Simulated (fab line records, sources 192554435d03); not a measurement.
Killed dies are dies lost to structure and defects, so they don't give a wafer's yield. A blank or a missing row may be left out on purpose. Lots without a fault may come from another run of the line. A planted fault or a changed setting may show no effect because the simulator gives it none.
fab line records | flow n5_finfet | part 1 of 2: steps 1 to 4 of 6
record lots=18 wafers=54 last_day=19
route steps=1938 shown MOL_CONTACT_COAG@617 BEOL_M0_SAQP@634 BEOL_M0_CUTY@711
lots that met no fault: from a run of the same line without faults
start_h: hours from the record's first day to the start of the lot's first wafer shown | wait_h: hours since the lot's step before | " the same as in the row above | L1.1+2: a row that stands for several wafers | - no value, or no start given | * or withheld: withheld | < > ~ a bound
route shown NAME@n: a module of which the file shows steps, and the number in the route of the first | usual: mean/standard deviation of fault-free wafers | same: alike in all rows | chamber/n: place in a boat | sites: the reading at each site | _std_site: their standard deviation | _edge_site: outer sites' mean less inner sites' | radius_mm: how far each site lies from the wafer's centre | mask NAME#n: copy n | behind: the tool/chamber that last shaped the wafer | hold: why the lot was held/for how many hours/how that ended | device: the transistor (n, p or np) that didn't switch | end of line: the same wafers' tests at the end of the route | a step without rows: its recipe alone | killed: dies lost to structure and defects at the first sort, not the wafer's yield | map: a wafer's dies, x killed, . not, _ none there
set.NAME: the setting as run; set.NAME@STEP: as run at that earlier step | model.NAME: the simulator's own value behind a step, which no gauge read
steps of the route over a sample of lots; a table a step, a row a wafer
services: from which hour (start_h, from the record's first day; less than 0 if before it) a tool's chamber was out of use, for how many hours, and why
## steps
# step N5_MOL_CONTACT_COAG_ETCH_48
# recipe chemistry=C4F6/O2 target_depth_a=150 overetch_a=45 mask_material=SOC target=SiOC bias_w=465 pressure_mtorr=10 time_s=17 source_w=335 Ar_flow_sccm=300 C4F6_flow_sccm=10 O2_flow_sccm=10 ion_energy_ev=576
# usual drypump_motor_current_A=5.6/0.43 oes_product_au=0.66/0.063 rf_vpp_V=1593/49 showerhead_plenum_p_Torr=2.83/0.1 throttle_valve_pct=40.6/0.72
# columns lot.wafer tool chamber start_h wait_h drypump_motor_current_A oes_product_au rf_hours_counter_h rf_vpp_V showerhead_plenum_p_Torr throttle_valve_pct
L075.3 rie_diel-02 3 105.76 0.0 4.9 0.75 23 1597 2.88 40.4
L075.4 " 2 " " 5.8 0.73 75 1553 3.02 42.0
L075.6 " 0 " " 6.1 0.73 - 1663 2.73 40.0
L076.1 rie_diel-02 2 114.55 0.0 5.8 0.73 78 1554 3.02 42.0
L076.2 " 0 " " 6.1 0.65 101 1664 2.72 40.0
L076.6 " 2 " " 5.8 0.74 - 1554 3.02 42.0
L077.3 rie_diel-01 0 121.63 0.0 6.2 0.60 107 1503 2.72 40.0
L077.4 " 3 " " 5.4 0.72 110 1655 2.76 41.0
L077.5 " 2 " " 5.6 0.75 - 1552 2.83 39.7
L079.1 rie_diel-04 2 132.47 0.0 4.7 0.84 3 1510 2.92 40.9
L079.3 " 3 " " 5.7 0.55 182 1588 2.93 39.9
L079.6 " 2 " " 4.7 0.78 - 1509 2.92 40.9
L080.1 rie_diel-02 0 136.61 0.0 6.2 0.73 106 1661 2.72 40.0
L080.2 " 2 " " 5.8 0.71 84 1553 3.02 42.0
L080.6 " 3 " " 4.9 0.78 - 1597 2.87 40.5
L081.1 rie_diel-04 1 143.04 0.0 5.8 0.71 123 1641 2.90 41.5
L081.4 " 0 " " 5.5 0.57 231 1583 2.68 40.0
L081.6 " 1 " " 5.8 0.63 - 1640 2.90 41.5
L082.2 rie_diel-02 0 153.74 0.0 6.2 0.64 112 1662 2.72 40.0
L082.4 " 3 " " 4.9 0.69 38 1596 2.87 40.4
L082.5 " 2 " " 5.8 0.66 - 1553 3.02 42.0
L083.2 rie_diel-04 0 154.36 0.0 5.5 0.61 232 1582 2.68 40.0
L083.3 " 3 " " 5.7 0.62 187 1588 2.93 40.0
L083.4 " 1 " " 5.8 0.66 125 1641 2.90 41.5
L084.4 rie_diel-04 2 168.03 0.0 4.7 0.79 13 1511 2.92 40.9
L084.5 " 3 " " 5.7 0.65 - 1587 2.93 40.0
L084.6 " 2 " " 4.8 0.80 - 1509 2.92 40.9
L086.1 rie_diel-01 2 171.93 0.0 5.6 0.69 88 1552 2.83 39.7
L086.3 " 3 " " 5.4 0.69 127 1654 2.75 41.0
L086.5 " 0 " " 6.2 0.63 - 1503 2.72 40.1
L087.3 rie_diel-02 2 177.70 0.0 5.8 0.61 99 1554 3.01 41.9
L087.4 " 3 " " 4.9 0.78 47 1597 2.87 40.5
L087.6 " 3 " " 4.9 0.70 - 1597 2.87 40.5
L088.1 rie_diel-01 0 186.12 0.0 6.3 0.56 129 1503 2.71 40.0
L088.3 " 2 " " 5.6 0.72 93 1553 2.82 39.7
L088.4 " 1 " " 5.8 0.72 100 1623 2.77 40.2
L090.1 rie_diel-01 3 196.34 0.0 5.4 0.66 136 1655 2.75 41.0
L090.2 " 0 " " 6.2 0.65 133 1502 2.71 40.1
L090.4 " 2 " " 5.7 0.66 96 1551 2.82 39.7
L091.4 rie_diel-01 1 203.13 0.0 5.8 0.65 105 1623 2.77 40.1
L091.5 " 3 " " 5.5 0.64 - 1653 2.75 41.0
L091.6 " 2 " " 5.6 0.66 - 1553 2.82 39.7
L092.1 rie_diel-02 3 206.11 0.0 4.9 0.68 55 1596 2.86 40.5
L092.3 " 0 " " 6.1 0.59 132 1662 2.71 40.0
L092.4 " 1 " " 5.2 0.56 133 1618 2.87 41.3
L093.1 rie_diel-01 2 215.42 0.0 5.6 0.63 101 1553 2.82 39.7
L093.2 " 1 " " 5.8 0.62 108 1623 2.77 40.1
L093.5 " 3 " " 5.4 0.62 - 1654 2.75 41.0
L096.3 rie_diel-01 2 234.84 0.0 5.6 0.65 109 1551 2.82 39.7
L096.5 " 0 " " 6.2 0.60 - 1502 2.71 40.1
L096.6 " 3 " " 5.4 0.61 - 1653 2.74 41.0
L097.2 rie_diel-02 3 244.73 0.0 4.9 0.69 69 1597 2.86 40.5
L097.3 " 1 " " 5.2 0.59 148 1617 2.86 41.3
L097.5 " 3 " " 4.8 0.68 - 1595 2.86 40.5
# step N5_BEOL_M0_SAQP_HM_DEP_02
# recipe material=TiN target_thk_a=120 temp_c=25 chamber_pressure_pa=0.49996
# usual chamber_pressure_pa=0.5001/0.00096 throttle_valve_pct=30.1/0.98
# columns lot.wafer tool chamber start_h wait_h chamber_pressure_pa throttle_valve_pct
L075.3 pvd_sputter-03 - 112.06 1.8 0.4991 31.2
L075.4 " - " " 0.4986 30.4
L075.6 " - " " 0.4992 30.0
L076.1 pvd_sputter-01 - 121.11 2.1 0.5017 30.0
L076.2 " - " " 0.4982 28.2
L076.6 " - " " 0.4986 30.1
L077.3 pvd_sputter-02 - 127.14 1.0 0.4992 29.6
L077.4 " - " " 0.5001 30.3
L077.5 " - " " 0.5007 31.1
L079.1 pvd_sputter-02 - 137.23 0.3 0.4990 29.9
L079.3 " - " " 0.5012 31.1
L079.6 " - " " 0.4983 30.0
L080.1 pvd_sputter-02 - 141.80 0.7 0.5005 29.9
L080.2 " - " " 0.4990 28.0
L080.6 " - " " 0.4993 28.2
L081.1 pvd_sputter-02 - 147.91 0.4 0.4994 29.9
L081.4 " - " " 0.4999 28.2
L081.6 " - " " 0.5013 28.2
L082.2 pvd_sputter-02 - 159.62 1.4 0.5003 30.4
L082.4 " - " " 0.4988 31.1
L082.5 " - " " 0.5003 30.4
L083.2 pvd_sputter-02 - 161.44 0.2 0.4983 30.5
L083.3 " - " " 0.4990 31.0
L083.4 " - " " 0.5000 28.4
L084.4 pvd_sputter-01 - 172.68 0.2 0.5013 31.1
L084.5 " - " " 0.5011 28.4
L084.6 " - " " 0.4999 30.4
L086.1 pvd_sputter-03 - 179.89 1.4 0.5014 30.4
L086.3 " - " " 0.5004 30.3
L086.5 " - " " 0.5011 30.3
L087.3 pvd_sputter-03 - 182.23 0.1 0.5000 31.0
L087.4 " - " " 0.4986 30.5
L087.6 " - " " 0.5001 30.9
L088.1 pvd_sputter-03 - 192.53 1.8 0.5001 31.1
L088.3 " - " " 0.4995 30.4
L088.4 " - " " 0.5004 30.3
L090.1 pvd_sputter-02 - 201.45 0.6 0.5004 30.3
L090.2 " - " " 0.5000 29.7
L090.4 " - " " 0.5010 28.3
L091.4 pvd_sputter-02 - 208.21 0.6 0.4991 28.6
L091.5 " - " " 0.5000 28.2
L091.6 " - " " 0.4995 30.8
L092.1 pvd_sputter-03 - 211.81 1.2 0.5002 31.0
L092.3 " - " " 0.5004 30.3
L092.4 " - " " 0.4994 30.2
L093.1 pvd_sputter-01 - 221.00 1.1 0.5014 31.0
L093.2 " - " " 0.5012 28.2
L093.5 " - " " 0.5013 28.5
L096.3 pvd_sputter-02 - 240.20 0.5 0.5006 29.9
L096.5 " - " " 0.5017 31.2
L096.6 " - " " 0.5001 28.2
L097.2 pvd_sputter-01 - 250.35 1.2 0.5002 29.9
L097.3 " - " " 0.4999 30.4
L097.5 " - " " 0.4990 31.0
# step N5_BEOL_M0_SAQP_ETCH_101
# recipe chemistry=CH3F/O2 target=SiNx mask_material=SiO2 target_depth_a=299 time_s=42.7 pressure_mtorr=30 source_w=395 bias_w=73 Ar_flow_sccm=150 CH3F_flow_sccm=30 O2_flow_sccm=20 ion_energy_ev=120
# usual drypump_motor_current_A=5.77/0.28 oes_product_au=0.79/0.081 rf_vpp_V=297/6.6 showerhead_plenum_p_Torr=1.98/0.065 throttle_valve_pct=16.39/0.19
# columns lot.wafer tool chamber start_h wait_h drypump_motor_current_A oes_product_au rf_hours_counter_h rf_vpp_V showerhead_plenum_p_Torr throttle_valve_pct
L075.3 rie_diel-05 3 115.10 0.1 5.94 0.85 49 304 2.05 16.54
L075.4 " 1 " " 5.76 0.77 - 306 2.07 16.22
L075.6 " 3 " " 5.94 0.85 - 303 2.05 16.52
L076.1 rie_diel-03 3 123.73 0.0 5.70 0.78 151 300 1.91 16.51
L076.2 " 2 " " 6.08 0.71 180 285 1.93 16.44
L076.6 " 3 " " 5.70 0.78 - 299 1.91 16.53
L077.3 rie_diel-03 1 129.79 0.0 5.95 0.79 123 291 2.00 16.28
L077.4 " 3 " " 5.68 0.78 - 299 1.91 16.51
L077.5 " 2 " " 6.07 0.72 - 285 1.93 16.44
L079.1 rie_diel-06 3 139.62 0.0 5.85 0.80 127 300 1.91 16.19
L079.3 " 2 " " 5.35 0.71 242 297 1.91 16.73
L079.6 " 0 " " 5.56 0.88 - 300 1.94 15.98
L080.1 rie_diel-03 2 144.18 0.0 6.01 0.71 188 287 1.93 16.46
L080.2 " 3 " " 5.69 0.76 159 301 1.91 16.53
L080.6 " 1 " " 5.98 0.78 - 292 2.00 16.29
L081.1 rie_diel-03 2 150.37 0.0 6.07 0.71 191 285 1.93 16.48
L081.4 " 2 " " 6.04 0.71 - 288 1.93 16.46
L081.6 " 3 " " 5.71 0.78 - 299 1.91 16.53
L082.2 rie_diel-05 1 162.55 0.0 5.76 0.75 154 306 2.06 16.23
L082.4 " 0 " " 5.50 0.99 8 298 2.04 16.50
L082.5 " 2 " " 5.33 0.70 - 294 2.01 16.61
L083.2 rie_diel-05 3 165.27 0.0 5.99 0.83 63 304 2.05 16.55
L083.3 " 1 " " 5.79 0.76 154 306 2.06 16.23
L083.4 " 0 " " 5.49 1.00 8 297 2.04 16.50
L084.4 rie_diel-05 0 175.18 0.0 5.52 0.98 11 297 2.04 16.51
L084.5 " 2 " " 5.34 0.70 - 296 2.01 16.60
L084.6 " 3 " " 5.95 0.82 - 303 2.05 16.55
L086.1 rie_diel-06 3 183.11 0.0 5.86 0.78 135 300 1.90 16.19
L086.3 " 1 " " 5.65 0.75 167 289 1.89 16.22
L086.5 " 1 " " 5.64 0.75 - 289 1.89 16.21
L087.3 rie_diel-05 2 185.34 0.1 5.31 0.70 195 295 2.01 16.61
L087.4 " 0 " " 5.53 0.97 15 297 2.04 16.50
L087.6 " 0 " " 5.50 0.97 - 298 2.04 16.51
L088.1 rie_diel-03 1 195.43 0.0 5.92 0.77 144 292 1.99 16.32
L088.3 " 0 " " 6.41 0.90 13 305 1.95 16.10
L088.4 " 2 " " 6.05 0.70 205 284 1.92 16.49
L090.1 rie_diel-05 1 203.83 0.0 5.77 0.76 167 307 2.06 16.26
L090.2 " 0 " " 5.49 0.95 22 298 2.03 16.52
L090.4 " 3 " " 5.95 0.82 75 304 2.04 16.57
L091.4 rie_diel-03 0 210.64 0.1 6.40 0.89 - 305 1.95 16.11
L091.5 " 2 " " 6.06 0.70 - 286 1.92 16.49
L091.6 " 1 " " 5.94 0.76 - 291 1.99 16.32
L092.1 rie_diel-06 1 216.23 0.2 5.62 0.75 178 287 1.88 16.24
L092.3 " 2 " " 5.34 0.99 2 303 2.15 16.24
L092.4 " 3 " " 5.90 0.79 146 300 1.90 16.21
L093.1 rie_diel-05 0 223.58 0.0 5.51 0.93 30 297 2.03 16.53
L093.2 " 2 " " 5.32 0.70 207 294 2.01 16.65
L093.5 " 2 " " 5.33 0.70 - 293 2.01 16.63
L096.3 rie_diel-03 1 243.17 0.0 5.95 0.76 160 290 1.99 16.35
L096.5 " 0 " " 6.42 0.87 - 306 1.94 16.13
L096.6 " 1 " " 5.96 0.76 - 290 1.99 16.35
L097.2 rie_diel-05 0 254.05 0.0 5.50 0.91 36 297 2.03 16.55
L097.3 " 2 " " 5.32 0.70 214 295 2.00 16.65
L097.5 " 1 " " 5.75 0.73 - 306 2.06 16.29
# step N5_BEOL_M0_SAQP_STRIP_108
# recipe chemistry=N2/H2 power_w=500 temp_c=40 pressure_mtorr=50 rf_frequency_hz=6e+07 overash_fraction=0.3 bias_power_w=28 h2_frac=0.5 n2_flow_sccm=300 h2_flow_sccm=300
# usual drypump_motor_current_A=5.85/0.28 h2_flow_sccm=299.8/1 oes_product_au=0.78/0.078 power_w=499.9/1.4 rf_vpp_V=121.5/0.93 showerhead_plenum_p_Torr=3.29/0.094 throttle_valve_pct=18.9/0.31
# columns lot.wafer tool chamber start_h wait_h drypump_motor_current_A h2_flow_sccm oes_product_au power_w rf_hours_counter_h rf_vpp_V showerhead_plenum_p_Torr throttle_valve_pct
L075.3 rie_diel-03 3 115.87 0.0 5.73 299.8 0.79 500.0 148 122.1 3.24 19.1
L075.4 " 2 " " 6.06 300.0 0.71 500.0 177 121.1 3.21 18.6
L075.6 " 0 " " 6.39 299.2 0.66 499.7 - 121.6 3.28 18.9
L076.1 rie_diel-06 2 124.49 0.0 5.34 300.6 0.69 499.1 238 120.5 3.21 19.5
L076.2 " 0 " " 5.58 301.8 0.89 497.8 22 121.1 3.29 19.0
L076.6 " 1 " " 5.66 300.0 0.76 499.4 - 121.9 3.25 19.2
L077.3 rie_diel-03 2 130.74 0.0 6.07 299.0 0.71 499.5 183 119.6 3.21 18.6
L077.4 " 3 " " 5.71 301.6 0.77 499.6 - 121.9 3.24 19.1
L077.5 " 1 " " 5.98 300.0 0.78 499.7 - 122.5 3.39 19.1
L079.1 rie_diel-05 0 140.39 0.0 5.51 300.8 1.03 500.1 2 122.3 3.46 19.1
L079.3 " 1 " " 5.78 299.2 0.74 499.4 148 123.9 3.50 18.6
L079.6 " 0 " " 5.52 300.8 1.02 500.7 - 121.1 3.46 19.1
L080.1 rie_diel-03 3 144.95 0.0 5.72 299.3 0.77 500.3 160 121.8 3.24 19.1
L080.2 " 1 " " 6.00 299.0 0.76 498.7 129 122.8 3.39 19.1
L080.6 " 3 " " 5.71 300.7 0.77 502.3 - 121.2 3.24 19.1
L081.1 rie_diel-03 3 151.14 0.0 5.73 300.9 0.77 500.1 162 121.2 3.24 19.1
L081.4 " 1 " " 6.03 300.3 0.76 501.0 - 122.8 3.39 19.1
L081.6 " 2 " " 6.09 297.9 0.70 501.1 - 121.7 3.21 18.6
L082.2 rie_diel-05 3 163.32 0.0 5.99 301.5 0.83 499.7 62 122.9 3.44 19.5
L082.4 " 2 " " 5.33 299.5 0.73 499.7 189 122.8 3.30 18.4
L082.5 " 2 " " 5.35 301.9 0.73 498.6 - 122.7 3.30 18.4
L083.2 rie_diel-05 2 166.04 0.0 5.33 299.4 0.73 500.6 189 121.4 3.30 18.4
L083.3 " 1 " " 5.77 299.5 0.74 500.4 154 123.2 3.50 18.7
L083.4 " 3 " " 5.95 300.2 0.84 497.9 63 123.5 3.44 19.5
L084.4 rie_diel-03 0 176.03 0.0 6.42 299.7 0.93 500.2 7 120.8 3.28 18.6
L084.5 " 1 " " 5.97 297.4 0.75 498.1 - 121.9 3.38 19.2
L084.6 " 2 " " 6.09 300.8 0.69 501.8 - 122.2 3.20 18.6
L086.1 rie_diel-06 1 183.88 0.0 5.63 301.1 0.74 496.8 167 120.8 3.24 19.3
L086.3 " 3 " " 5.90 300.5 0.78 500.7 136 120.7 3.21 18.6
L086.5 " 3 " " 5.88 300.1 0.78 499.9 - 122.2 3.21 18.6
L087.3 rie_diel-05 3 186.11 0.0 5.99 299.3 0.83 499.2 69 122.4 3.43 19.5
L087.4 " 2 " " 5.33 300.6 0.73 501.1 195 122.8 3.29 18.4
L087.6 " 2 " " 5.33 300.3 0.73 503.3 - 121.7 3.29 18.4
L088.1 rie_diel-03 0 196.47 0.0 6.45 300.5 0.89 500.9 13 121.4 3.28 18.6
L088.3 " 2 " " 6.07 299.3 0.68 498.4 205 121.5 3.20 18.6
L088.4 " 1 " " 5.98 300.3 0.75 500.2 144 122.2 3.38 19.2
L090.1 rie_diel-06 0 204.60 0.0 5.57 301.6 0.86 499.7 44 122.2 3.28 19.0
L090.2 " 1 " " 5.71 298.6 0.75 500.9 174 120.6 3.23 19.3
L090.4 " 3 " " 5.87 300.2 0.77 499.0 - 122.1 3.21 18.6
L091.4 rie_diel-03 1 211.39 0.0 5.98 300.1 0.77 501.1 - 121.4 3.38 19.1
L091.5 " 2 " " 6.06 299.9 0.70 501.7 - 121.1 3.20 18.6
L091.6 " 0 " " 6.46 299.2 0.90 501.7 - 121.0 3.27 18.6
L092.1 rie_diel-03 0 217.01 0.0 6.40 299.4 0.88 496.7 21 121.6 3.27 18.6
L092.3 " 1 " " 5.95 300.5 0.74 501.1 152 121.5 3.38 19.2
L092.4 " 0 " " 6.42 300.2 0.88 500.5 - 121.4 3.27 18.6
L093.1 rie_diel-03 3 224.35 0.0 5.72 300.1 0.75 500.5 182 121.2 3.22 19.1
L093.2 " 2 " " 6.06 300.5 0.68 499.5 216 121.5 3.19 18.6
L093.5 " 0 " " 6.42 299.2 0.88 498.7 - 122.1 3.27 18.6
L096.3 rie_diel-03 3 243.93 0.0 5.70 299.3 0.75 502.0 188 121.3 3.22 19.1
L096.5 " 2 " " 6.07 299.4 0.68 499.6 - 121.5 3.19 18.6
L096.6 " 1 " " 5.95 298.3 0.74 502.3 - 121.7 3.37 19.2
L097.2 rie_diel-03 0 254.82 0.0 6.42 300.1 0.87 500.4 33 120.6 3.27 18.6
L097.3 " 2 " " 6.07 301.2 0.68 500.1 226 121.0 3.19 18.6
L097.5 " 2 " " 6.02 301.3 0.68 499.5 - 120.2 3.19 18.6
